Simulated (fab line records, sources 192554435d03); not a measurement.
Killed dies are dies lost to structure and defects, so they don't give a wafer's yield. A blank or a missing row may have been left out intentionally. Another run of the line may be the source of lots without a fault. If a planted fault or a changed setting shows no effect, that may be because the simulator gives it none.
A lot that was struck, set against a sound lot	flow n5_finfet	40 out of 1938 route steps
Sound: these wafers, L157.1, L157.4, L157.6. Struck: wafers L140.3, L140.5 (left out: L140.1, a lot-mate that was not struck); the cause follows at the end.
At each step with rows: each side's tool, then ch and its chambers, then its first start. Under that, the readings that differ: sound wafers	struck wafers	difference of the means	sigmas: that difference in standard deviations of wafers without a fault.
alike: same words and numbers on both sides, and readings whose means sit less than 2 such deviations apart. not compared: any withheld reading, any reading some wafer has no value for, any bound like >300 that may hide the same value, and any number with overlapping values for which the record gives no deviation.
The two part at a step that has a row with sigmas, a row that says differs or no value, or rows on one side only. When numbers do not overlap yet have no deviation, they are printed without sigmas and do not part them. Lack of a reading on every wafer of one side parts them only where that side has two or more wafers.

first, 8 steps without rows for these wafers: N5_BEOL_M0_ANNEAL_119 (time 90 s); N5_BEOL_M0_CMP_120 (polishes, stops on SiOC, t overpolish 6.9 s); N5_BEOL_M0_PRE_CLEAN_131 (time 15 s); N5_BEOL_M0_CO_CAP_123 (material Co, precursor CCTBA/H2, target thk 2 nm, time 102.1 s); N5_BEOL_M0_PRE_CLEAN_124 (time 15 s); N5_BEOL_M0_DEP_125 (deposits SiCN from 3MS/NH3, target thk 8 nm, time 14 s); N5_BEOL_M1_ILD_DEP_00 (deposits SiOC from DEMS/O2, target thk 79 nm, time 15.3 s); N5_BEOL_M1_PECVD_72 (deposits SiO2 from TEOS/O2, target thk 16 nm, time 18 s).
N5_BEOL_M1_HM_DEP_02: deposits TiN, target thk 20 nm.
  sound: pvd_sputter-01 at day 11 06:55; struck: pvd_sputter-02 at day 7 03:58
reading	sound	struck	difference	sigmas
model.TiN_of_BEOL_M1_HM_DEP_02.thk_nm (nm)	19.8 19.6 19.6	36.6 37.2	+17.2	
  alike: throttle_valve_pct
then, 16 steps without rows for these wafers: N5_BEOL_M1_COAT_61 (time 60 s, resist thk 60 nm); N5_BEOL_M1_COAT_62 (time 60 s, resist thk 12 nm); N5_BEOL_M1_COAT_73 (time 60 s, resist thk 5 nm); N5_BEOL_M1_COAT_05 (resist thk 30 nm); N5_BEOL_M1_EBR_07; N5_BEOL_M1_SOFTBAKE_06 (time 60 s); N5_BEOL_M1_EXPOSE_08 (exposes mask M1); N5_BEOL_M1_PEB_09 (peb time 60 s); N5_BEOL_M1_DEVELOP_10 (develop time 30 s); N5_BEOL_M1_DESCUM_16 (chemistry O2, time 7 s); N5_BEOL_M1_ETCH_74 (etches underlayer in N2/H2, target depth 6.5 nm, time 5.2 s); N5_BEOL_M1_ETCH_63 (etches SiARC in CF4, target depth 15.6 nm, time 26 s); N5_BEOL_M1_ETCH_64 (etches SOC in N2/H2, target depth 75 nm, overetch 15 nm, time 112.5 s); N5_BEOL_M1_STRIP_65 (strips in N2/H2); N5_BEOL_M1_STRIP_75 (strips in N2/H2); N5_BEOL_M1_STRIP_66 (strips in CF4).
N5_BEOL_M1_HM_OPEN_17: chemistry Cl2/BCl3, target TiN, target depth 20 nm, overetch 6 nm.
  sound on rie_metal-03 ch 0,1, day 11 11:02; struck on rie_metal-02 ch 0,1, day 7 04:52
reading	sound	struck	difference	sigmas
oes_product_au (a.u.)	0.74 0.67 0.66	0.76 0.98	+0.18	+2
model.etch.depth_nm (nm)	19.78 19.57 19.61	25.63 26.9	+6.61	
  alike: chamber_pressure_mTorr, drypump_motor_current_A, he_backside_leak_sccm, rf_fwd_power_W, throttle_valve_pct
  not compared: rf_hours_counter_h
then, 8 steps without rows for these wafers: N5_BEOL_M1_STRIP_19 (strips in O2); N5_BEOL_M1_COAT_67 (time 60 s, resist thk 60 nm); N5_BEOL_M1_COAT_68 (time 60 s, resist thk 12 nm); N5_BEOL_M1_COAT_76 (time 60 s, resist thk 5 nm); N5_BEOL_M1_COAT_22 (resist thk 30 nm); N5_BEOL_M1_EBR_24; N5_BEOL_M1_SOFTBAKE_23 (time 60 s); N5_BEOL_M1_EXPOSE_25 (exposes mask V0, defocus 5 nm, target cd 24 nm).
N5_BEOL_M1_ETCHBACK_99: etches SiO2 in CHF3, target depth 5 nm, time 10.4 s.
  sound on rie_diel-06 ch 1,3, day 11 21:11; struck on rie_diel-03 ch 3, day 7 07:53
reading	sound	struck	difference	sigmas
drypump_motor_current_A (A)	5.94 5.75 5.75	5.24 5.25	-0.57	-2
oes_product_au (a.u.)	0.71 0.87 0.87	0.29 0.29	-0.53	-7
  alike: chamber_pressure_mTorr, rf_fwd_power_W, rf_vpp_V, showerhead_plenum_p_Torr, throttle_valve_pct
  not compared: rf_hours_counter_h
N5_BEOL_M1_TRENCH_ETCH_37: etches SiOC in C4F6/O2, target depth 55.207 nm, time 29 s.
  sound on rie_diel-06 ch 1,3; struck on rie_diel-03 ch 3
reading	sound	struck	difference	sigmas
drypump_motor_current_A (A)	5.91 5.80 5.78	5.23 5.25	-0.59	-2
model.TiN_of_BEOL_M1_HM_DEP_02.thk_nm (nm)	17.4 17.2 17.2	34.2 34.8	+17.2	
  alike: chamber_pressure_mTorr, oes_product_au, rf_fwd_power_W, rf_vpp_V, showerhead_plenum_p_Torr, throttle_valve_pct
  not compared: rf_hours_counter_h
N5_BEOL_M1_OCD_MEAS_38:
  sound: ocd-01 at day 11 21:35; struck: ocd-01 at day 7 08:17
reading	sound	struck	difference	sigmas
trench_depth_nm (nm)	54.1 57.0 56.4	- -	no value on the struck wafers	
N5_BEOL_M1_CD_MEAS_35: target cd 18 nm, target cd y 21 nm.
  sound: cd_sem-03 at day 11 21:44; struck: cd_sem-03 at day 7 08:26
reading	sound	struck	difference	sigmas
cd_nm (nm)	17.7 18.1 18.0	- -	no value on the struck wafers	
N5_BEOL_M4_RC_MEAS_101:
  the record has rows for the sound wafers here (prober-01 ch 0, day 13 02:47) and none for the struck ones
-- a jump in the record: the struck wafers' starts before and after are 5 days apart (it breaks off in module BEOL_M4 and resumes in module PASSIVATION, where the first step shown is number 1936 of the route) --
N5_PASSIVATION_PROBE_49:
  only the struck wafers here have rows in the record (prober-01, day 12 19:52); the sound ones have none

== WHERE THEY PART ==
Earliest at N5_BEOL_M1_HM_OPEN_17; latest, in this record, at N5_PASSIVATION_PROBE_49.

WHY: what had been put in by the simulator
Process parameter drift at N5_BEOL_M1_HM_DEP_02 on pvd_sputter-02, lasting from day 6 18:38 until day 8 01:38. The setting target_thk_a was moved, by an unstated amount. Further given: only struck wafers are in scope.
